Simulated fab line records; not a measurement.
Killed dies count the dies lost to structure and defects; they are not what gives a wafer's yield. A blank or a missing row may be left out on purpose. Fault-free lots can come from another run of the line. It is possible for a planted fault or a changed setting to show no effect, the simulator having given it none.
Problem report in the 8D (eight disciplines) form, filled by code :: flow n5 finfet :: the parts of the form that need people (team, actions taken, sign-off) are left out

== 1. WHAT WENT WRONG ==
Wafers without a fault read 1500.1 rpm, standard deviation 1.1; spin speed rpm at N5_BEOL_M6_COAT_60 reads a mean of 1559.5 rpm on 6 wafers belonging to 2 lots. Measured from the usual mean, that is +54 standard deviations.
The step: time 60 s, resist thk 35 nm.
First seen on wafer L901.1, day 11 02:25, on litho track-01. At this step, 36 wafers from 12 lots have a number in the record. By rule, "out" or "out of limits" means more than 4 standard deviations away from the usual mean. The other wafers with a number count as sound.

== 2. WHAT IT IS, AND WHAT IT ISN'T ==
question: which readings at this step
is: spin speed rpm
is not: dispense pressure kPa

question: which lots
is: L901, L908
is not: L894, L895, L896, L897, L903, L909, L910, L911, L914, L915

question: which wafers of those lots
is: all that have a number
is not: -

question: read on which tools
is: litho track-01
is not: litho track-02, litho track-05

question: when
is: from day 11 02:25
is not: up to then (15 sound wafers); but 15 sound wafers of L909, L910, L911, L914, L915 came after

== 3. SUSPECTS, AND WHAT RULES EACH OUT ==
Counting: any tool at a process step up to the reading is kept as a suspect provided that every lot that is out went through it and no sound lot did after the first of them.
- pvd sputter-02 at N5_BEOL_M5_SPUTTER_83 (material Cu, target thk 15 nm, time 27.62 s): ruled out as a lasting fault. The sound lots L910 went through it after L901, its earliest lot that is out (day 10 18:00).
- cvd co-02 at N5_BEOL_M5_CO_CAP_78 (material Co, precursor CCTBA/H2, target thk 2 nm, time 102.1 s): ruled out as a lasting fault. The sound lots L911 went through it after L901, its earliest lot that is out (day 10 21:20).
- litho track-01 at N5_BEOL_M6_COAT_60 (time 60 s, resist thk 35 nm): ruled out as a lasting fault. The sound lots L915 went through it after L901, its earliest lot that is out (day 11 02:25).
Left after counting: nothing in the record.

== 4. THE CAUSE (what the simulator had put in) ==
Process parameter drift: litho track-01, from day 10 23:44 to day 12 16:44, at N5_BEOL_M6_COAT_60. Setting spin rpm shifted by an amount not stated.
Counting ruled it out, wrongly.

== 5. SEQUENCE OF EFFECTS, ordered by route ==
Each row: a reading whose mean over the struck wafers that have a number lies more than 3 standard deviations from the usual. Scope: only readings with a usual standard deviation given in the record; hours: median across lots of the time from each lot's start at the first step in this table that gives one to its start at this step; sigmas: change in usual standard deviations.
hours: 0
step: N5_BEOL_M6_COAT_60
reading: spin speed rpm
usual: 1500.1 rpm
on struck wafers: 1559.5
change: +59.4
sigmas: +54
The process steps in it:
- N5_BEOL_M6_COAT_60: time 60 s, resist thk 35 nm.

== 6. HOW IT WOULD HAVE BEEN CAUGHT EARLIER ==
In this record no reading fell out of limits until day 11 02:25, 3 hours after the fault had begun at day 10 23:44.
